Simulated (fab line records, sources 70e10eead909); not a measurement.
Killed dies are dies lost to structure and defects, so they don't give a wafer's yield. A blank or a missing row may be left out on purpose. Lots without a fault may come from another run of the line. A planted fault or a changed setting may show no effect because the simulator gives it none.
fab line records | flow nand_harc
record lots=11 wafers=33 last_day=23
route steps=1159 shown P_GATE@127 A_M1@1041 A_BONDPAD@1079 END@1158
lots that met no fault: from a run of the same line without faults
start_h: hours from the record's first day to the start of the lot's first wafer shown | wait_h: hours since the lot's step before | " the same as in the row above | L1.1+2: a row that stands for several wafers | - no value, or no start given | * or withheld: withheld | < > ~ a bound
route shown NAME@n: a module of which the file shows steps, and the number in the route of the first | usual: mean/standard deviation of fault-free wafers | same: alike in all rows | chamber/n: place in a boat | sites: the reading at each site | _std_site: their standard deviation | _edge_site: outer sites' mean less inner sites' | radius_mm: how far each site lies from the wafer's centre | mask NAME#n: copy n | behind: the tool/chamber that last shaped the wafer | hold: why the lot was held/for how many hours/how that ended | device: the transistor (n, p or np) that didn't switch | end of line: the same wafers' tests at the end of the route | a step without rows: its recipe alone | killed: dies lost to structure and defects at the first sort, not the wafer's yield | map: a wafer's dies, x killed, . not, _ none there
set.NAME: the setting as run; set.NAME@STEP: as run at that earlier step | model.NAME: the simulator's own value behind a step, which no gauge read
steps of the route over a sample of lots; a table a step, a row a wafer
services: from which hour (start_h, from the record's first day; less than 0 if before it) a tool's chamber was out of use, for how many hours, and why
## steps
# step NHARC_P_GATE_PRECLEAN_71
# recipe time_s=* temp_c=50 bath_age_min=0 chemistry=SC1
# usual bath_guard_temp_C=49.9/0.47 bath_heat_duty_pct=6.9/0.92
# columns lot.wafer tool chamber start_h wait_h bath_guard_temp_C bath_heat_duty_pct
L896.2 wet_bench-02 0 79.75 - 50.2 6.6
L896.5 " 1 " " 49.8 6.5
L896.6 " 4 " " 50.6 7.5
L895.1 wet_bench-06 2 79.79 - 49.3 8.3
L895.3 " 3 " " 49.8 6.2
L895.6 " 5 " " 49.2 8.2
L898.3 wet_bench-06 1 95.06 - 50.8 6.3
L898.4 " 2 " " 49.8 8.4
L898.6 " 3 " " 50.0 6.3
L899.3 wet_bench-05 4 102.16 - 49.6 5.4
L899.5 " 7 " " 49.4 6.5
L899.4 " 0 " " 50.0 6.5
L900.5 wet_bench-06 2 112.69 - 49.6 7.5
L900.6 " 3 " " 49.7 6.5
L900.2 " 5 " " 49.1 7.1
L902.6 wet_bench-06 5 128.42 - 49.5 7.4
L902.1 " 7 " " 49.4 9.1
L902.4 " 0 " " 49.9 8.4
L903.4 wet_bench-02 4 128.46 - 50.1 6.6
L903.6 " 5 " " 49.7 6.5
L903.2 " 7 " " 50.1 5.3
L904.1 wet_bench-05 7 140.73 - 49.2 6.8
L904.2 " 0 " " 49.8 6.4
L904.3 " 1 " " 50.7 6.5
L906.3 wet_bench-06 4 152.88 - 50.0 6.9
L906.1 " 5 " " 49.2 7.1
L906.4 " 6 " " 50.0 7.5
L907.3 wet_bench-05 7 153.04 - 49.3 6.5
L907.5 " 1 " " 50.6 7.1
L907.1 " 4 " " 49.9 6.2
L912.1 wet_bench-06 4 183.72 - 49.8 6.9
L912.6 " 5 " " 49.4 6.5
L912.3 " 7 " " 49.5 7.2
# step NHARC_A_M1_ETCH_15
# recipe target_depth_a=1825 time_s=91.2 c4f8_flow_sccm=withheld ar_flow_sccm=400 rf_w=600 bias_w=300 chemistry=C4F8/Ar
# usual oes_product_au=0.955/0.021 rf_vpp_V=440.0/2.5
# columns lot.wafer tool chamber start_h wait_h oes_product_au rf_hours_counter_h rf_vpp_V
L896.2 rie_diel-09 1 - - 0.929 9 438.6
L896.6 " 0 " " 0.933 - 441.3
L896.5 " 1 " " 0.918 - 439.3
L898.3 rie_diel-09 2 - - 0.967 9 436.4
L898.4 " 0 " " 0.988 10 441.8
L898.6 " 2 " " 0.971 - 437.1
L899.4 rie_diel-09 2 - - 0.930 10 435.2
L899.3 " 3 " " 0.921 9 437.7
L899.5 " 0 " " 0.926 - 439.5
L895.3 rie_diel-10 2 - - 0.930 4 443.9
L895.1 " 0 " " 0.955 6 439.2
L895.6 " 2 " " 0.928 - 444.0
L900.2 rie_diel-10 3 - - 0.952 6 436.5
L900.6 " 1 " " 0.967 - 442.0
L900.5 " 2 " " 0.954 - 442.9
L903.2 rie_diel-10 3 - - 0.973 8 437.1
L903.4 " 0 " " 0.945 - 439.4
L903.6 " 1 " " 0.964 - 441.2
L902.1 rie_diel-07 0 - - 0.960 1 444.0
L902.4 " 3 " " 0.932 1 438.6
L902.6 " 0 " " 0.977 - 444.3
L904.2 rie_diel-09 0 - - 0.971 2 441.5
L904.3 " 1 " " 0.966 2 439.5
L904.1 " 2 " " 0.981 3 435.9
L907.1 rie_diel-07 1 - - 0.973 2 440.3
L907.3 " 0 " " 0.974 2 444.7
L907.5 " 2 " " 0.982 - 438.9
L906.1 rie_diel-09 2 - - 0.983 4 438.1
L906.4 " 3 " " 0.974 3 437.7
L906.3 " 0 " " 0.959 4 440.7
L912.3 rie_diel-09 0 - - 0.949 5 441.5
L912.1 " 1 " " 0.928 5 438.8
L912.6 " 3 " " 0.938 - 436.3
# step NHARC_A_M1_CMP_23
# recipe t_overpolish_s=20 target_thk_nm=154.34
# usual edge_zone_pressure_frac=1.000/0.0045 motor_current_A=12.1/1.1 retaining_ring_pressure_frac=1.000/0.0046 time_to_endpoint_s=30.7/2.9
# same t_overpolish_s=20
# columns lot.wafer tool chamber start_h wait_h edge_zone_pressure_frac motor_current_A retaining_ring_pressure_frac time_to_endpoint_s
L896.2 cmp-02 2 408.35 - 1.002 11.8 0.996 32.4
L896.6 " 0 " " 1.000 11.9 1.001 27.1
L896.5 " 1 " " 0.997 12.5 0.992 31.1
L898.3 cmp-04 0 410.87 - 0.997 12.1 0.998 29.1
L898.4 " 1 " " 0.997 12.5 1.001 30.1
L898.6 " 3 " " 1.004 13.0 1.006 33.6
L899.3 cmp-02 3 432.63 - 0.996 11.8 1.011 33.4
L899.4 " 0 " " 1.001 11.5 1.002 28.1
L899.5 " 2 " " 0.987 10.9 0.994 37.0
L895.1 cmp-03 0 435.44 - 0.998 11.3 0.997 31.9
L895.3 " 1 " " 0.997 12.7 0.999 30.8
L895.6 " 1 " " 0.999 12.6 0.997 30.4
L900.2 cmp-04 2 435.92 - 0.999 10.3 1.000 31.1
L900.6 " 2 " " 1.000 9.5 0.996 31.8
L900.5 " 3 " " 1.006 13.2 0.999 33.2
L903.4 cmp-04 2 456.48 - 0.998 9.4 1.007 30.0
L903.2 " 0 " " 0.996 12.1 0.998 28.6
L903.6 " 2 " " 1.002 10.0 1.010 28.9
L902.1 cmp-04 2 462.76 - 1.003 9.6 1.009 29.1
L902.4 " 3 " " 0.999 13.0 1.006 33.2
L902.6 " 1 " " 0.995 13.4 0.997 28.7
L904.1 cmp-02 0 480.12 - 1.002 12.2 1.005 24.9
L904.3 " 1 " " 1.003 12.8 0.998 32.0
L904.2 " 3 " " 0.996 11.4 1.003 31.1
L907.1 cmp-04 2 483.72 - 1.000 9.5 0.997 32.9
L907.3 " 3 " " 0.996 13.4 1.016 34.0
L907.5 " 2 " " 1.002 10.1 0.995 34.6
L906.3 cmp-04 3 493.96 - 1.005 13.6 1.008 33.5
L906.1 " 0 " " 1.006 12.4 1.000 34.1
L906.4 " 1 " " 0.998 12.8 1.000 30.2
L912.3 cmp-02 2 510.77 - 1.006 11.6 0.998 34.2
L912.1 " 3 " " 0.997 11.3 1.001 31.3
L912.6 " 3 " " 0.999 11.4 1.001 32.9
# step NHARC_A_BONDPAD_STRIP_15
# recipe o2_flow_sccm=500 ar_flow_sccm=0 bias_w=0 chemistry=O2
# usual drypump_motor_current_A=5.63/0.28 oes_product_au=1.005/0.011 rf_vpp_V=57.7/0.92 showerhead_plenum_p_Torr=3.45/0.14 throttle_valve_pct=17.035/0.0089
# columns lot.wafer tool chamber start_h wait_h drypump_motor_current_A oes_product_au rf_hours_counter_h rf_vpp_V showerhead_plenum_p_Torr throttle_valve_pct
L896.2 rie_diel-05 1 411.42 0.1 5.42 1.006 2 58.9 3.31 17.025
L896.5 " 2 " " 5.76 0.995 - 56.5 3.32 17.027
L896.6 " 3 " " 5.38 1.007 - 57.7 3.51 17.042
L898.4 rie_diel-05 3 413.87 0.1 5.38 1.007 3 57.4 3.51 17.046
L898.3 " 0 " " 5.71 0.992 3 58.8 3.58 17.028
L898.6 " 2 " " 5.75 1.006 - 57.6 3.32 17.045
L899.4 rie_diel-12 3 435.81 0.2 6.00 1.007 9 57.4 3.63 17.042
L899.3 " 1 " " 5.39 1.003 9 57.4 3.38 17.039
L899.5 " 3 " " 6.01 0.999 - 58.1 3.63 17.035
L895.3 rie_diel-12 3 438.45 0.1 5.96 0.992 9 59.1 3.63 17.027
L895.1 " 2 " " 5.98 1.021 9 56.8 3.75 17.047
L895.6 " 0 " " 6.08 0.998 - 56.6 3.28 17.031
L900.2 rie_diel-05 3 439.08 0.1 5.39 1.005 3 57.9 3.51 17.032
L900.5 " 1 " " 5.40 1.026 - 57.3 3.31 17.034
L900.6 " 2 " " 5.76 1.019 - 57.6 3.31 17.038
L903.4 rie_diel-03 1 460.05 0.1 5.27 0.996 22 57.3 3.37 17.015
L903.2 " 2 " " 5.75 1.003 22 57.2 3.60 17.040
L903.6 " 2 " " 5.75 1.007 - 58.3 3.60 17.026
L902.4 rie_diel-05 0 466.03 0.1 5.73 1.003 4 56.7 3.58 17.034
L902.1 " 1 " " 5.42 1.019 5 57.7 3.31 17.032
L902.6 " 3 " " 5.37 1.002 - 57.5 3.51 17.043
L904.1 rie_diel-05 0 483.39 0.1 5.68 0.989 5 57.6 3.58 17.040
L904.2 " 1 " " 5.42 1.020 5 56.3 3.31 17.037
L904.3 " 2 " " 5.74 1.008 5 59.8 3.31 17.034
L907.3 rie_diel-12 1 486.73 0.1 5.40 0.993 20 58.5 3.38 17.022
L907.1 " 2 " " 5.98 1.036 18 59.1 3.74 17.050
L907.5 " 2 " " 5.97 1.024 - 57.4 3.74 17.019
L906.4 rie_diel-05 2 497.32 0.1 5.73 0.997 5 56.3 3.31 17.042
L906.3 " 0 " " 5.73 0.988 5 58.3 3.58 17.033
L906.1 " 1 " " 5.44 1.019 5 57.7 3.31 17.048
L912.3 rie_diel-05 2 513.80 0.1 5.79 0.996 6 56.4 3.31 17.038
L912.1 " 0 " " 5.75 0.982 6 58.5 3.58 17.041
L912.6 " 2 " " 5.76 0.998 - 58.2 3.31 17.048
# step NHARC_END_WLT_00
# usual VT_DECK1_BOTTOM=0.871/0.0083 VT_DECK1_BOTTOM_INNER=0.871/0.0092 VT_DECK1_MEDIAN_NEAR_BOTTOM=0.872/0.0088 VT_DECK1_MEDIAN_NEAR_BOTTOM_INNER=0.872/0.0094 VT_DECK1_MIDDLE=0.883/0.0083 VT_DECK1_MIDDLE_INNER=0.883/0.0085 VT_DECK1_TOP=0.894/0.0081 VT_DECK1_TOP_INNER=0.895/0.0073
# columns lot.wafer tool chamber start_h wait_h VT_DECK1_BOTTOM VT_DECK1_BOTTOM_INNER VT_DECK1_MEDIAN_NEAR_BOTTOM VT_DECK1_MEDIAN_NEAR_BOTTOM_INNER VT_DECK1_MIDDLE VT_DECK1_MIDDLE_INNER VT_DECK1_TOP VT_DECK1_TOP_INNER
L896.2 prober-01 - 444.60 0.6 0.868 0.864 0.868 0.866 0.877 0.876 0.888 0.898
L896.5 " - 446.12 2.1 0.876 0.876 0.877 0.883 0.887 0.885 0.896 0.892
L896.6 " - " " 0.866 0.864 0.858 0.860 0.876 0.879 0.892 0.892
L898.3 prober-02 - 447.60 3.6 0.858 0.865 0.860 0.870 0.868 0.876 0.880 0.878
L898.4 " - " " 0.860 0.860 0.849 0.855 0.872 0.871 0.890 0.882
L898.6 " - 449.10 5.0 0.868 0.863 0.868 0.865 0.875 0.876 0.878 0.882
L900.2 prober-01 - 468.94 0.6 0.869 0.873 0.871 0.872 0.877 0.883 0.898 0.900
L900.5 " - 470.46 2.1 0.869 0.877 0.868 0.881 0.886 0.888 0.888 0.896
L900.6 " - " " 0.882 0.874 0.882 0.885 0.890 0.889 0.891 0.889
L899.3 prober-02 - 469.44 1.1 0.879 0.879 0.887 0.888 0.878 0.886 0.903 0.897
L899.4 " - " " 0.886 0.882 0.881 0.892 0.889 0.895 0.901 0.898
L899.5 " - " " 0.872 0.880 0.880 0.877 0.900 0.887 0.903 0.902
L895.1 prober-02 - 476.20 4.8 0.874 0.875 0.867 0.869 0.890 0.885 0.902 0.902
L895.3 " - 477.21 5.8 0.882 0.891 0.882 0.884 0.897 0.898 0.903 0.898
L895.6 " - 478.72 7.3 0.881 0.876 0.884 0.883 0.891 0.901 0.897 0.898
L903.2 prober-01 - 491.68 0.5 0.861 0.854 0.857 0.858 0.882 0.872 0.895 0.890
L903.4 " - 492.69 1.6 0.872 0.879 0.869 0.861 0.888 0.884 0.889 0.904
L903.6 " - 493.70 2.6 0.878 0.878 0.882 0.874 0.894 0.888 0.900 0.904
L902.1 prober-01 - 499.00 3.8 0.866 0.860 0.855 0.858 0.876 0.880 0.886 0.884
L902.4 " - 500.48 5.3 0.867 0.861 0.861 0.859 0.878 0.869 0.887 0.896
L902.6 " - 501.48 6.3 0.862 0.860 0.862 0.865 0.873 0.874 0.892 0.896
L904.1 prober-01 - 512.51 0.0 0.871 0.881 0.873 0.877 0.877 0.885 0.900 0.902
L904.2 " - " " 0.872 0.879 0.876 0.875 0.900 0.882 0.905 0.904
L904.3 " - " " 0.881 0.882 0.876 0.881 0.887 0.887 0.900 0.908
L907.1 prober-02 - 520.38 7.9 0.886 0.887 0.887 0.890 0.891 0.884 0.893 0.885
L907.3 " - 521.39 8.9 0.876 0.875 0.876 0.880 0.878 0.895 0.894 0.892
L907.5 " - 522.40 9.9 0.872 0.868 0.877 0.879 0.879 0.886 0.892 0.892
L906.1 prober-01 - 527.68 0.0 0.874 0.878 0.877 0.869 0.887 0.880 0.891 0.894
L906.3 " - 528.68 1.0 0.862 0.871 0.869 0.861 0.876 0.876 0.896 0.895
L906.4 " - " " 0.871 0.863 0.868 0.873 0.878 0.878 0.889 0.889
L912.1 prober-01 - 550.92 5.0 0.910 0.916 0.903 0.909 0.919 0.923 0.923 0.924
L912.3 " - 551.93 5.9 0.900 0.898 0.888 0.903 0.914 0.912 0.920 0.933
L912.6 " - 553.43 7.4 0.902 0.905 0.911 0.910 0.910 0.912 0.925 0.919
# step NHARC_END_SORT_01
# recipe temp_c=25
# usual killed_at_array=29/11 killed_at_other=0.6/1 killed_at_periphery=3.1/2.1 killed_dies=33/11 killed_open=3.1/1.9 killed_short=1.9/1.5
# same gross_dies=677
# columns lot.wafer tool chamber start_h wait_h killed_at_array killed_at_other killed_at_periphery killed_dies killed_open killed_short
L903.2 prober-01 0 495.00 2.8 11 1 2 14 2 2
L903.4 prober-01 0 496.60 3.4 18 1 2 21 1 3
L903.6 prober-01 0 498.20 4.0 6 0 3 9 2 1
# killed by level:class
L903.2 A_STAIRCASE:chamber_film_flake=4 A_CHANNEL_HOLE_D1:chamber_film_flake=2 A_CONTACT:chamber_film_flake=2 P_CONTACT:geometric_particle:short=1 A_CONTACT:geometric_particle:open=1 A_M1:geometric_particle:open=1 STARTING-WAFER:geometric_particle:short=1 P_ZERO_WELL:chamber_film_flake=1
L903.4 A_CHANNEL_HOLE_D1:chamber_film_flake=9 A_CONTACT:chamber_film_flake=4 A_CHANNEL_FILL_D1:geometric_particle:short=1 A_WL_FILL:geometric_particle:short=1 A_CONTACT:geometric_particle:short=1 A_BLC:geometric_particle:open=1 P_ZERO_WELL:chamber_film_flake=1 P_GATE:chamber_film_flake=1
L903.6 A_CONTACT:chamber_film_flake=3 A_CHANNEL_HOLE_D1:chamber_film_flake=2 P_GATE:geometric_particle:open=1 P_CONTACT:geometric_particle:open=1 A_M1:geometric_particle:short=1 P_M2:chamber_film_flake=1
## services
# columns tool chamber start_h hours kind
rie_diel-09 - 77.10 9.0 pm
cmp-04 - 77.79 1.0 repair
rie_diel-05 1 88.91 4.1 repair
cmp-04 - 105.01 4.0 pm
cmp-04 - 120.38 0.9 repair
rie_diel-09 - 129.31 0.2 repair
wet_bench-06 - 129.62 8.0 pm
rie_diel-05 2 147.80 9.8 repair
rie_diel-05 - 163.60 9.0 pm
rie_diel-05 - 193.21 0.1 repair
cmp-04 - 196.04 1.2 repair
cmp-04 - 199.58 1.4 repair
cmp-04 - 203.01 4.0 pm
cmp-04 - 213.88 3.5 repair
rie_diel-05 1 217.38 12.8 repair
rie_diel-05 0 221.54 1.6 repair
rie_diel-05 3 243.16 6.4 repair
rie_diel-09 - 254.10 9.0 pm
rie_diel-09 0 292.17 6.0 repair
cmp-04 - 299.15 1.4 repair
cmp-04 - 301.10 4.0 pm
wet_bench-06 - 305.62 8.0 pm
rie_diel-05 - 340.60 9.0 pm
wet_bench-06 - 347.65 2.1 repair
## key
first_sign step=NHARC_END_WLT_00 reading=VT_DECK1_TOP_INNER direction=up sigmas=4.2 usual=0.895 struck=0.925
effect step=NHARC_END_WLT_00 reading=VT_DECK1_BOTTOM direction=up sigmas=3.9 usual=0.871 struck=0.904
met_at NHARC_P_GATE_PRECLEAN_71
struck_lots L912
tester_left_out L912
not_acting_at NHARC_A_M1_ETCH_15,NHARC_A_M1_CMP_23,NHARC_A_BONDPAD_STRIP_15
onset_between 152.88 183.72
also_fits time
fault kind=metallic_contamination_source tool=wet_bench-06 chamber=- onset_h=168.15 steps=NHARC_P_GATE_PRECLEAN_71 rate_cm2_per_visit=3.3316e+11 species=metal_fe_cm2
# tester_left_out: of these lots the tester's yield and bins aren't shown, on N5 and GAA mostly nor the transistor test; their killed dies are dies lost to structure and defects alone, not to doping, threshold or leakage, so they don't give the yield
